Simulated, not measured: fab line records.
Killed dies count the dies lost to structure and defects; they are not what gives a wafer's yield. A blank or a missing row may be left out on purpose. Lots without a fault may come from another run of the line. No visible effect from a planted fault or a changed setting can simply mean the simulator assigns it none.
A struck lot beside a sound one || flow nandHarc || 15 out of 1302 route steps
Sound: these wafers, L894.1, L894.4, L894.6. Wafers struck: L885.1, L885.4, L885.6. The cause is named last.
Each step with rows lists, per side, the tool, then ch with its chambers, then its first start. Under that, the readings that differ: sound wafers || struck wafers || difference of the means || sigmas: that difference in standard deviations of wafers without a fault.
alike: readings whose means differ by less than 2 such deviations, and words and numbers that are the same on both sides. not compared: withheld readings, readings that some wafer has no value for, bounds like >300 that may hide the same value, and numbers for which the record gives no deviation and whose values overlap.
The two part at a step that has a row with sigmas, a row that says differs or no value, or rows on one side only. Numbers that don't overlap but have no deviation are shown without sigmas and don't part them. A reading missing from all wafers of one side parts the sides only when that side holds two or more wafers.

first, 6 steps without rows for these wafers: NHARC_A_DECK1_JOINT_ETCH_18 (etches SiO2 in dHF, target depth 3 nm); NHARC_A_DECK1_JOINT_WET_08 (chemistry H3PO4, time 86 s); NHARC_A_DECK1_JOINT_ETCH_09 (etches SiO2 in dHF, target depth 5 nm); NHARC_A_DECK1_JOINT_WET_10 (chemistry H3PO4, time 86 s); NHARC_A_DECK1_JOINT_ETCH_11 (etches SiO2 in dHF, target depth 35 nm); NHARC_A_DECK1_JOINT_CVD_12 (deposits poly-Si, target thk 90 nm, time 1800 s).
NHARC_A_DECK1_JOINT_CMP_13: polishes, target thk 51.023 nm.
  sound on cmp-03 ch 0,2,3, day 18 16:08; struck on cmp-01 ch 1,2,3, day 14 22:16
  alike: motorCurrentA, timeToEndpointS
NHARC_A_DECK1_JOINT_THK_MEAS_14: measures by ellipsometry.
  sound on filmMetro-02, day 18 16:22; struck on filmMetro-01, day 14 22:30
  alike: thkNm
after that, 1 step had no rows for these wafers: NHARC_A_DECK1_JOINT_SRD_04.
NHARC_A_DECK1_JOINT_ETCHBACK_00: etches the open film in HBr, target depth 30 nm, time 17.4 s.
  sound on rieSi-05 ch 1,2,3, day 18 16:29; struck on rieSi-05 ch 0,2, day 14 22:38
  alike: drypumpMotorCurrentA, oesProductAu, rfFwdPowerW, throttleValvePct
  not compared: rfHoursCounterH
then, 2 steps without rows for these wafers: NHARC_A_DECK1_JOINT_PRECLEAN_30 (cleans in SC1); NHARC_A_DECK1_JOINT_SRD_31.
NHARC_A_DECK1_JOINT_CVD_34: deposits SiNx, target thk 20 nm.
  sound on lpcvd-01 ch 0, day 18 19:52; struck on lpcvd-01 ch 0, day 15 02:01
  no value came back on the struck wafers for pressureMtorr (mTorr), spikeTcBottomC (C), spikeTcUpperC (C), zonePowerTopPct (%); on the sound wafers pressureMtorr (mTorr) reads 299.7 299.2 300.2
then, 1 step without rows for these wafers: NHARC_A_DECK1_JOINT_DEP_06 (deposits SiOx, target thk 80 nm).
-- record jumps: 13 days between struck wafers' starts before vs after; left off in module A_DECK1_JOINT, resumes in module END, first step shown is number 1302 of the route --
NHARC_END_SORT_01:
  at this point the record logs the struck wafers (prober-02 ch 0, day 28 01:10) and has no rows for the sound ones

WHERE THEY PART
First at NHARC_A_DECK1_JOINT_CVD_34; last, within this record, at NHARC_END_SORT_01.

WHY: whatever the simulator had introduced
Beginning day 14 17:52, the whole step at NHARC_A_DECK1_JOINT_CVD_34 was skipped on lpcvd-01. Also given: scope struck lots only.
